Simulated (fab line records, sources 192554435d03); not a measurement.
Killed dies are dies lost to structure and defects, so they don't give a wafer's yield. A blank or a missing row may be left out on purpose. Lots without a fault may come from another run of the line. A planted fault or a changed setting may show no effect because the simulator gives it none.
fab line records | flow n5_finfet
record lots=5 wafers=14 last_day=18
route steps=1938 shown FIN_SAQP@134 BEOL_M4@1111 PASSIVATION@1936
lots that met no fault: from a run of the same line without faults
start_h: hours from the record's first day to the start of the lot's first wafer shown | wait_h: hours since the lot's step before | " the same as in the row above | L1.1+2: a row that stands for several wafers | - no value, or no start given | * or withheld: withheld | < > ~ a bound
route shown NAME@n: a module of which the file shows steps, and the number in the route of the first | usual: mean/standard deviation of fault-free wafers | same: alike in all rows | chamber/n: place in a boat | sites: the reading at each site | _std_site: their standard deviation | _edge_site: outer sites' mean less inner sites' | radius_mm: how far each site lies from the wafer's centre | mask NAME#n: copy n | behind: the tool/chamber that last shaped the wafer | hold: why the lot was held/for how many hours/how that ended | device: the transistor (n, p or np) that didn't switch | end of line: the same wafers' tests at the end of the route | a step without rows: its recipe alone | killed: dies lost to structure and defects at the first sort, not the wafer's yield | map: a wafer's dies, x killed, . not, _ none there
set.NAME: the setting as run; set.NAME@STEP: as run at that earlier step | model.NAME: the simulator's own value behind a step, which no gauge read
lots at some steps of the route; a table a step, a row a wafer
services: from which hour (start_h, from the record's first day; less than 0 if before it) a tool's chamber was out of use, for how many hours, and why
## steps
# step N5_FIN_SAQP_ETCH_69
# recipe chemistry=N2/H2 target=SOC target_depth_a=1500 stop_on=SiNx ion_energy_ev=100 bias_w=61 pressure_mtorr=30 source_w=850 n2_flow_sccm=200 h2_flow_sccm=200
# step N5_FIN_SAQP_ETCH_67
# recipe chemistry=CH3F/O2 target=SiNx target_depth_a=300 mask_material=SOC pressure_mtorr=30 source_w=395 bias_w=73 Ar_flow_sccm=150 CH3F_flow_sccm=30 O2_flow_sccm=20 ion_energy_ev=120
# step N5_FIN_SAQP_STRIP_70
# recipe chemistry=N2/H2 power_w=500 temp_c=40 pressure_mtorr=50 rf_frequency_hz=6e+07 overash_fraction=0.3 bias_power_w=28 h2_frac=0.5 n2_flow_sccm=300 h2_flow_sccm=300
# usual drypump_motor_current_A=5.8/0.39 n2_flow_sccm=299.9/0.93 oes_product_au=0.75/0.081 power_w=500.0/1.5 rf_vpp_V=122.0/1 showerhead_plenum_p_Torr=3.36/0.12 throttle_valve_pct=18.9/0.39
# columns lot.wafer tool chamber start_h wait_h drypump_motor_current_A n2_flow_sccm oes_product_au power_w rf_hours_counter_h rf_vpp_V showerhead_plenum_p_Torr throttle_valve_pct
L179.3 rie_diel-03 3 31.29 0.0 5.5 300.0 0.69 501.5 238 122.7 3.28 19.1
L179.4 " 1 " " 5.8 300.7 0.67 500.0 245 123.6 3.47 19.8
L179.5 " 1 " " 5.8 300.2 0.67 500.9 - 121.8 3.47 19.7
L183.1 rie_diel-05 2 55.38 0.0 5.1 299.4 0.68 500.5 239 122.1 3.20 19.2
L183.2 " 1 " " 5.6 298.8 0.75 502.1 161 120.0 3.22 18.7
L183.5 " 3 " " 5.7 300.4 0.73 496.6 - 121.9 3.34 18.6
L184.2 rie_diel-05 0 62.65 0.0 6.6 300.4 0.84 500.0 62 121.9 3.56 19.0
L184.3 " 1 " " 5.6 300.9 0.74 499.1 163 120.7 3.22 18.7
L184.6 " 3 " " 5.7 300.4 0.72 500.3 - 123.3 3.34 18.6
L187.1 rie_diel-03 2 81.25 0.0 5.9 300.0 0.71 498.6 201 120.4 3.19 18.4
L187.2 " 0 " " 5.8 300.4 0.72 502.9 176 123.2 3.47 18.3
L198.3 rie_diel-04 0 146.85 0.0 6.4 298.9 0.71 502.6 227 122.4 3.43 19.7
L198.4 " 2 " " 5.5 300.5 0.73 498.6 170 121.3 3.23 18.9
L198.5 " 3 " " 5.7 301.2 0.68 498.6 - 121.9 3.44 18.9
# step N5_FIN_SAQP_RECESS_71
# recipe chemistry=HF/NH3 target=SiO2 target_depth_a=30 afs_cycles=1 temp_c=30 sublimation_temp_c=180 sublimation_time_s=60
# step N5_FIN_SAQP_SPACER2_ALD_28
# recipe material=SiO2 target_thk_a=81 temp_c=300 ald_precursor_family=BDEAS ald_co_reactant=O2-plasma pulse_time_s=1 purge_time_s=2 co_reactant_purge_time_s=2 pressure_torr=2
# usual heater_power_w=495/54 precursor_pulse_height_rel=0.999/0.022
# same co_reactant_purge_time_s=2
# columns lot.wafer tool chamber start_h wait_h heater_power_w precursor_pulse_height_rel
L179.3 ald_sin-04 0 31.62 0.1 420 0.990
L179.4 " 3 " " 577 1.010
L179.5 " 3 " " 570 0.996
L183.1 ald_sin-03 1 55.59 0.1 548 1.033
L183.2 " 3 " " 475 1.048
L183.5 " 0 " " 424 1.040
L184.2 ald_sin-03 3 62.97 0.2 468 0.986
L184.3 " 1 " " 566 0.995
L184.6 " 3 " " 471 1.031
L187.1 ald_sin-04 1 81.46 0.1 556 0.973
L187.2 " 0 " " 419 1.018
L198.3 ald_sin-01 1 147.06 0.1 423 1.017
L198.4 " 3 " " 478 1.040
L198.5 " 2 " " 555 1.024
# step N5_FIN_SAQP_SPACER2_ETCHBACK_29
# recipe chemistry=CHF3/O2 mode=anisotropic_etchback target=SiO2 target_depth_a=122 time_s=6.1 pressure_mtorr=30 source_w=650 bias_w=170 Ar_flow_sccm=200 CHF3_flow_sccm=50 O2_flow_sccm=5 ion_energy_ev=200
# usual drypump_motor_current_A=5.8/0.35 oes_ar_750_au=0.77/0.088 oes_o_777_au=0.77/0.086 oes_product_au=0.76/0.088 rf_vpp_V=525/12 showerhead_plenum_p_Torr=2.41/0.087 throttle_valve_pct=18.88/0.26
# columns lot.wafer tool chamber start_h wait_h drypump_motor_current_A oes_ar_750_au oes_o_777_au oes_product_au rf_hours_counter_h rf_vpp_V showerhead_plenum_p_Torr throttle_valve_pct
L179.3 rie_diel-03 2 31.95 0.2 5.9 0.73 0.72 0.72 179 507 2.31 18.75
L179.4 " 0 " " 5.8 0.76 0.76 0.75 154 539 2.51 18.51
L179.5 " 3 " " 5.5 0.70 0.71 0.68 - 504 2.38 19.29
L183.1 rie_diel-05 0 55.91 0.2 6.6 0.85 0.85 0.85 61 528 2.54 18.85
L183.2 " 1 " " 5.6 0.72 0.71 0.74 161 532 2.30 18.78
L183.5 " 0 " " 6.6 0.85 0.85 0.86 - 528 2.54 18.84
L184.2 rie_diel-04 1 63.30 0.2 6.1 0.92 0.92 0.93 20 527 2.46 18.59
L184.3 " 3 " " 5.7 0.72 0.73 0.72 208 532 2.47 19.01
L184.6 " 2 " " 5.4 0.75 0.77 0.76 - 540 2.32 18.78
L187.1 rie_diel-03 0 81.79 0.2 5.8 0.73 0.74 0.73 176 537 2.50 18.53
L187.2 " 2 " " 5.9 0.72 0.71 0.70 201 508 2.30 18.78
L198.3 rie_diel-03 1 147.38 0.2 5.7 0.88 0.87 0.89 18 533 2.44 18.83
L198.4 " 3 " " 5.5 0.95 0.97 0.95 8 505 2.37 18.84
L198.5 " 2 " " 5.9 0.70 0.69 0.69 - 507 2.29 18.84
# step N5_FIN_SAQP_MANDREL2_REMOVE_60
# recipe chemistry=HBr/Cl2/O2 bt_time_s=10 target=a-Si stop_on=SiNx endpoint=OES-SiCl over_etch_frac=1 icp_w=600 bias_w=22 HBr_flow_sccm=150 Cl2_flow_sccm=80 O2_flow_sccm=5 pressure_mtorr=10
# step N5_FIN_SAQP_CD_MEAS_31
# recipe target_cd_nm=8 landing_energy_ev=1000 detector=se_inlens polarity=line
# usual cd_nm=8.12/0.24
# columns lot.wafer tool chamber start_h wait_h cd_nm
L179.3 cd_sem-03 0 32.15 0.1 8.07
L179.4 " 0 " " 7.92
L179.5 " 0 " " 7.88
L183.1 cd_sem-01 0 56.11 0.1 8.20
L183.2 " 0 " " 8.34
L183.5 " 0 " " 8.27
L184.2 cd_sem-03 0 63.50 0.1 8.37
L184.3 " 0 " " 8.15
L184.6 " 0 " " 8.43
L187.1 cd_sem-01 0 81.99 0.1 7.92
L187.2 " 0 " " 8.16
L198.3 cd_sem-01 0 147.58 0.1 8.30
L198.4 " 0 " " 8.31
L198.5 " 0 " " 8.01
# step N5_FIN_SAQP_HM_OPEN_33
# recipe chemistry=CH3F/O2 target=SiNx mask_material=SiO2 target_depth_a=494 time_s=70.6 pressure_mtorr=30 source_w=395 bias_w=73 Ar_flow_sccm=150 CH3F_flow_sccm=30 O2_flow_sccm=20 ion_energy_ev=120 ends=cleared
# step N5_FIN_SAQP_ETCH_34
# recipe chemistry=C4F6/O2 target=SiO2 target_depth_a=450 time_s=15 ion_energy_ev=250 pressure_mtorr=30 source_w=345 bias_w=185 Ar_flow_sccm=300 C4F6_flow_sccm=10 O2_flow_sccm=10 ends=cleared
# usual drypump_motor_current_A=5.8/0.38 etch_rf_on_time_s=15.02/0.24 oes_ar_750_au=0.76/0.079 oes_o_777_au=0.76/0.076 oes_product_au=0.65/0.07 rf_vpp_V=667/15 showerhead_plenum_p_Torr=2.85/0.099 throttle_valve_pct=21.08/0.3
# columns lot.wafer tool chamber start_h wait_h drypump_motor_current_A etch_rf_on_time_s oes_ar_750_au oes_o_777_au oes_product_au rf_hours_counter_h rf_vpp_V showerhead_plenum_p_Torr throttle_valve_pct
L179.3 rie_diel-03 0 32.26 0.0 5.8 15.36 0.75 0.75 0.63 154 682 2.96 20.62
L179.4 " 3 " " 5.5 15.22 0.70 0.72 0.58 238 641 2.81 21.44
L179.5 " 3 " " 5.5 15.21 0.70 0.72 0.59 - 640 2.81 21.42
L183.1 rie_diel-05 0 56.23 0.0 6.6 15.02 0.85 0.84 0.74 61 672 3.00 21.04
L183.2 " 1 " " 5.6 14.87 0.72 0.70 0.64 161 675 2.72 20.92
L183.5 " 3 " " 5.7 14.80 0.74 0.76 0.62 - 673 2.82 20.91
L184.2 rie_diel-03 0 63.61 0.0 5.8 15.36 0.75 0.74 0.63 166 682 2.96 20.63
L184.3 " 1 " " 5.7 15.00 0.66 0.65 0.57 258 674 2.89 21.39
L184.6 " 1 " " 5.8 14.99 0.66 0.66 0.56 - 674 2.89 21.37
L187.1 rie_diel-05 3 82.23 0.0 5.7 14.79 0.73 0.76 0.63 182 675 2.82 20.90
L187.2 " 0 " " 6.6 14.94 0.84 0.82 0.73 69 671 2.99 21.04
L198.3 rie_diel-03 2 147.70 0.0 5.8 15.45 0.69 0.68 0.59 225 645 2.71 20.97
L198.4 " 1 " " 5.8 14.79 0.89 0.87 0.77 18 673 2.88 20.97
L198.5 " 0 " " 5.8 15.42 0.71 0.72 0.60 - 681 2.94 20.70
# step N5_FIN_SAQP_STRIP_77
# recipe chemistry=N2/H2 time_s=90 power_w=100 temp_c=40 pressure_mtorr=100 rf_frequency_hz=6e+07 bias_power_w=3 n2_flow_sccm=300 h2_flow_sccm=300
# usual drypump_motor_current_A=5.8/0.38 n2_flow_sccm=299.9/0.9 oes_product_au=0.76/0.081 rf_vpp_V=45.4/0.79 showerhead_plenum_p_Torr=3.39/0.12 throttle_valve_pct=12.26/0.29
# columns lot.wafer tool chamber start_h wait_h drypump_motor_current_A n2_flow_sccm oes_product_au rf_hours_counter_h rf_vpp_V showerhead_plenum_p_Torr throttle_valve_pct
L179.3 rie_diel-03 0 32.29 0.0 5.8 299.4 0.74 154 46.4 3.50 11.85
L179.4 " 3 " " 5.6 299.1 0.69 238 43.8 3.30 12.54
L179.5 " 3 " " 5.5 298.1 0.69 - 44.9 3.30 12.55
L183.1 rie_diel-05 0 56.25 0.0 6.6 300.6 0.85 61 47.3 3.58 12.11
L183.2 " 1 " " 5.6 298.1 0.74 161 43.1 3.23 12.16
L183.5 " 3 " " 5.7 298.4 0.72 - 45.0 3.36 12.16
L184.2 rie_diel-03 0 63.63 0.0 5.8 300.5 0.73 166 45.1 3.49 11.87
L184.3 " 1 " " 5.8 298.5 0.67 258 46.4 3.48 12.83
L184.6 " 1 " " 5.8 300.2 0.67 - 45.7 3.48 12.82
L187.1 rie_diel-05 3 82.25 0.0 5.7 300.5 0.72 182 45.5 3.35 12.18
L187.2 " 0 " " 6.6 298.2 0.84 69 46.0 3.57 12.15
L198.3 rie_diel-03 2 147.72 0.0 5.9 300.6 0.69 225 46.7 3.19 12.14
L198.4 " 1 " " 5.8 299.3 0.89 18 47.1 3.46 12.22
L198.5 " 0 " " 5.8 300.4 0.69 - 46.5 3.47 11.95
# step N5_FIN_SAQP_HM_CD_35
# recipe target_cd_nm=8 polarity=line
# usual cd_nm=8.21/0.27
# columns lot.wafer tool chamber start_h wait_h cd_nm
L179.3 cd_sem-01 - 32.42 0.1 7.91
L179.4 " - " " 8.12
L179.5 " - " " 8.40
L183.1 cd_sem-02 - 56.37 0.1 8.41
L183.2 " - " " 8.09
L183.5 " - " " 8.79
L184.2 cd_sem-01 - 63.76 0.1 8.35
L184.3 " - " " 8.15
L184.6 " - " " 8.06
L187.1 cd_sem-03 - 82.38 0.1 7.80
L187.2 " - " " 8.40
L198.3 cd_sem-03 - 147.85 0.1 7.71
L198.4 " - " " 8.19
L198.5 " - " " 7.72
# step N5_FIN_SAQP_ETCH_64
# recipe chemistry=CF4 target=SiO2 target_depth_a=15 ion_energy_ev=350 pressure_mtorr=10 icp_w=800 bias_w=400 cf4_flow_sccm=80
# usual drypump_motor_current_A=5.6/0.32 oes_product_au=1.001/0.015 throttle_valve_pct=21.80/0.19
# columns lot.wafer tool chamber start_h wait_h drypump_motor_current_A oes_product_au rf_hours_counter_h throttle_valve_pct model.etch.depth_nm
L179.3 rie_si-03 2 32.46 0.0 5.3 0.974 7 21.87 1.489
L179.4 " 1 " " 6.0 1.001 66 21.65 1.481
L179.5 " 2 " " 5.3 0.981 - 21.87 1.493
L183.1 rie_si-05 1 56.42 0.0 5.9 0.997 116 21.78 1.452
L183.2 " 2 " " 5.5 1.025 112 21.60 1.509
L183.5 " 2 " " 5.5 1.024 - 21.60 1.511
L184.2 rie_si-03 1 63.81 0.0 6.0 1.009 67 21.64 1.48
L184.3 " 3 " " 6.0 0.994 7 21.72 1.479
L184.6 " 1 " " 6.0 1.002 - 21.65 1.474
L187.1 rie_si-05 0 82.43 0.0 6.1 1.220 9 22.21 2.009
L187.2 " 1 " " 5.9 1.003 117 21.80 1.449
L198.3 rie_si-02 2 147.89 0.0 5.8 0.978 7 22.00 1.472
L198.4 " 0 " " 5.3 0.978 0 21.83 1.456
L198.5 " 2 " " 5.7 0.990 - 22.02 1.484
# step N5_FIN_SAQP_FIN_ETCH_36
# recipe chemistry=HBr/Cl2/O2 target_depth_a=1200 mask_material=SiNx time_s=50.4 bias_w=102 pressure_mtorr=10 icp_w=800 HBr_flow_sccm=150 Cl2_flow_sccm=80 O2_flow_sccm=12
# step N5_BEOL_M4_RC_MEAS_101
# usual DIBL_N=36.5/1.8 DIBL_P=36.5/2.1 IOFF_N=0.17/0.031 IOFF_P=0.22/0.036 ION_N=677/11 ION_P=463/8 SS_N=71.6/0.61 SS_P=73.3/0.63 VT_N=249/3.1 VT_P=-250/3.3
# columns lot.wafer tool chamber start_h wait_h DIBL_N[mV/V] DIBL_P[mV/V] IOFF_N[nA/um] IOFF_P[nA/um] ION_N[uA/um] ION_P[uA/um] SS_N[mV/dec] SS_P[mV/dec] VT_N[mV] VT_P[mV]
L179.3 prober-01 0 176.51 0.3 39.0 39.2 0.22 0.24 690 465 72.4 74.2 241 -251
L179.4 " 0 " " 38.3 38.6 0.21 0.24 687 470 71.9 74.9 243 -251
L179.5 " 0 " " 38.2 38.3 0.21 0.22 696 466 71.7 73.3 243 -250
L183.1 prober-01 0 201.93 0.0 35.5 35.4 0.14 0.20 675 466 70.5 72.9 250 -250
L183.2 " 0 " " 35.4 34.3 0.14 0.20 667 468 71.3 72.9 249 -248
L183.5 " 0 " " 36.8 37.7 0.18 0.24 687 473 72.2 73.5 247 -247
L184.2 prober-02 0 212.41 0.2 38.8 40.8 0.22 0.30 697 477 72.2 74.5 243 -243
L184.3 " 0 " " 34.9 35.1 0.14 0.18 677 463 71.1 72.5 252 -249
L184.6 " 0 " " 36.1 37.0 0.16 0.21 683 469 71.5 73.2 248 -251
L187.1 prober-01 0 219.75 0.0 38.2 39.1 0.21 0.29 688 473 72.1 74.2 244 -245
L187.2 " 0 " " 35.8 36.4 0.17 0.23 672 466 71.5 73.6 248 -248
L198.3 prober-01 0 306.55 0.3 37.1 39.2 0.17 0.23 672 467 72.3 74.3 251 -252
L198.4 " 0 " " 33.4 34.9 0.12 0.18 671 459 70.6 73.5 251 -253
L198.5 " 0 " " 32.7 33.4 0.10 0.15 654 449 70.1 72.2 256 -256
# step N5_PASSIVATION_PROBE_49
# usual defect_limited_yield=91.4/1.5 killed_at_M0_to_M3=35/11 killed_at_M4_up=16/7 killed_at_contacts=11/5.3 killed_at_front_end=37/11 killed_at_other=3.1/2.8 killed_dies=102/18 killed_on_rim=13/3.7 killed_open=69/15 killed_short=31/7.8 sort_bin_5_function=5.1/1.1 sort_bin_6_memory=3.2/0.69 sort_n_pass=1078/18 sort_yield_pct=91.4/1.5
# same gross_dies=1180 killed_at_back_side=0 sort_bin_4_leakage[%]=0 sort_bin_8_speed[%]=0
# columns lot.wafer tool chamber start_h wait_h defect_limited_yield[%] killed_at_M0_to_M3 killed_at_M4_up killed_at_contacts killed_at_front_end killed_at_other killed_dies killed_on_rim killed_open killed_short sort_bin_5_function[%] sort_bin_6_memory[%] sort_n_pass sort_yield_pct[%]
L198.3 prober-02 - 424.48 0.1 93.3 26 11 12 26 4 79 8 43 33 3.2 3.1 1101 93.3
L198.4 prober-02 - 424.53 0.2 93.2 30 10 2 35 3 80 7 49 27 3.3 2.8 1100 93.2
L198.5 prober-02 - 424.58 0.2 95.0 17 9 13 15 5 59 7 45 14 3.1 1.8 1121 95.0
# killed by level:class
L198.3 MOL_CONTACT_COAG:geometric_particle:open=10 FIN_SAQP:geometric_particle:short=7 STI_FIN_REVEAL:geometric_particle:open=4 BEOL_M0_SAQP:geometric_particle:short=4 BEOL_M1:geometric_particle:short=4 BEOL_M2:geometric_particle:open=4 BEOL_M4:geometric_particle:short=4 FIN_SAQP:geometric_particle:open=3
L198.4 BEOL_M1:geometric_particle:open=8 FIN_SAQP:geometric_particle:open=6 STI_FIN_REVEAL:geometric_particle:open=6 BEOL_M0_SAQP:geometric_particle:open=6 BEOL_M0_SAQP:geometric_particle:short=6 STARTING-WAFER:geometric_particle:short=5 BEOL_M5:geometric_particle:open=4 FIN_SAQP:geometric_particle:short=3
L198.5 MOL_CONTACT_COAG:geometric_particle:open=13 STI_FIN_REVEAL:geometric_particle:open=7 BEOL_M0_SAQP:geometric_particle:short=7 BEOL_M5:geometric_particle:open=7 BEOL_M0_SAQP:geometric_particle:open=4 BEOL_M3:geometric_particle:open=3 DUMMY_GATE:geometric_particle:open=2 PASS1_CAP:geometric_particle:short=2
## services
# columns tool chamber start_h hours kind
ald_sin-04 0 8.14 3.0 repair
rie_si-03 0 14.36 7.6 repair
rie_diel-04 2 32.91 5.1 repair
rie_diel-05 - 34.27 1.2 repair
rie_si-05 2 35.47 5.0 repair
rie_diel-03 3 39.36 40.4 repair
ald_sin-03 1 44.20 2.4 repair
rie_si-02 - 53.08 14.6 pm
rie_diel-04 2 53.58 6.0 repair
ald_sin-04 2 55.52 1.4 repair
rie_si-02 - 67.68 2.8 pm
rie_si-03 3 76.56 1.9 repair
rie_diel-03 1 79.73 - clean
rie_diel-03 1 79.73 - consumable_replace:focus_ring
rie_diel-03 1 79.73 17.7 scheduled_down
rie_diel-03 1 79.73 17.7 vent_cycle
rie_diel-05 2 91.55 11.1 repair
rie_diel-03 3 102.45 - clean
rie_diel-03 3 102.45 - consumable_replace:focus_ring
rie_si-05 0 116.44 2.3 repair
rie_diel-03 - 118.04 2.8 pm
rie_diel-04 2 122.02 1.8 repair
ald_sin-03 - 130.20 1.2 repair
ald_sin-01 0 144.35 15.5 repair
## key
first_sign step=N5_FIN_SAQP_ETCH_64 reading=oes_product_au direction=up sigmas=15 usual=1.001 struck=1.220
effect none on later readings
model_effect step=N5_FIN_SAQP_ETCH_64 value=etch.depth_nm without=1.482 struck=2.009
met_at N5_FIN_SAQP_ETCH_64
struck_wafers L187.1
onset_between 56.42 82.43
fault kind=process_parameter_drift tool=rie_si-05 chamber=- onset_h=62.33 steps=N5_FIN_SAQP_ETCH_64 channel=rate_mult offset=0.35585 shape=step end_h=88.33 scope=struck_wafers_only
